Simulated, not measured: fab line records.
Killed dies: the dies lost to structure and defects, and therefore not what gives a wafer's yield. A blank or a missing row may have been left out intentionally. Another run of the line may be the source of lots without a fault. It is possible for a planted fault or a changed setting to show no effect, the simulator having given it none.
Matching of chambers    flow nand_harc    NHARC_A_BONDPAD_ETCH_34 on rie_diel-04 has 4 sister chambers
The step etches the open film in N2/H2, target depth 60 nm, overetch 18 nm, time 65.91 s. 14 wafers are shown with their chamber, then 7 later ones without.

== EACH WAFER AND ITS CHAMBER ==
wafer   chamber  drypump_motor_current_A (A)  rf_vpp_V (V)  oes_product_au (a.u.)
L936.2  0        6.2                          428.8         0.993
L936.3  3        5.9                          429.0         1.002
L936.5  3        6.0                          428.6         1.005
L940.1  2        5.5                          426.2         1.010
L940.2  3        6.0                          428.2         1.003
L940.6  1        5.6                          430.1         0.987
L937.2  0        6.3                          427.4         1.002
L937.3  1        5.6                          429.7         1.001
L937.5  1        5.6                          431.0         0.999
L944.1  1        5.6                          430.1         1.001
L944.2  3        6.0                          429.2         1.013
L944.6  2        5.4                          426.0         1.016
L943.2  2        5.5                          426.3         1.017
L943.3  0        6.3                          427.7         1.009

SIGNATURES (means of the wafers above)
reading                  chamber 0  chamber 1  chamber 2  chamber 3  scatter within a chamber
drypump_motor_current_A  6.267      5.600      5.467      5.975      0.0456
rf_vpp_V                 427.967    430.225    426.167    428.750    0.513
oes_product_au           1.00133    0.99700    1.01433    1.00575    0.00607
Rule: a wafer's distance from a chamber is the root of the sum, over the readings, of the square of ((its reading less the chamber's mean) divided by the reading's scatter). The wafer belongs to the nearest chamber; if the next one is less than 2 further off, it can't be placed. The scatter: the root of (the sum of the squares of (reading less its chamber's mean) over the shown wafers, divided by (wafers less chambers)).

== WAFERS WHOSE CHAMBER IS MISSING ==
wafer   drypump_motor_current_A (A)  rf_vpp_V (V)  oes_product_au (a.u.)
L943.4  6.0                          428.9         1.014
L945.2  6.0                          428.8         1.001
L945.3  5.6                          431.4         0.988
L945.6  5.5                          426.6         1.005
L957.1  5.9                          429.6         1.004
L957.2  5.5                          426.4         1.009
L957.6  5.6                          428.8         0.987

== EACH ONE'S CHAMBER ==
wafer   from the rows above  in truth
L943.4  3                    3
L945.2  3                    3
L945.3  1                    1
L945.6  2                    2
L957.1  3                    3
L957.2  2                    2
L957.6  1                    1
Correct placement for 7 of the 7. From these rows, 0 cannot be placed. 0 placed wrongly.
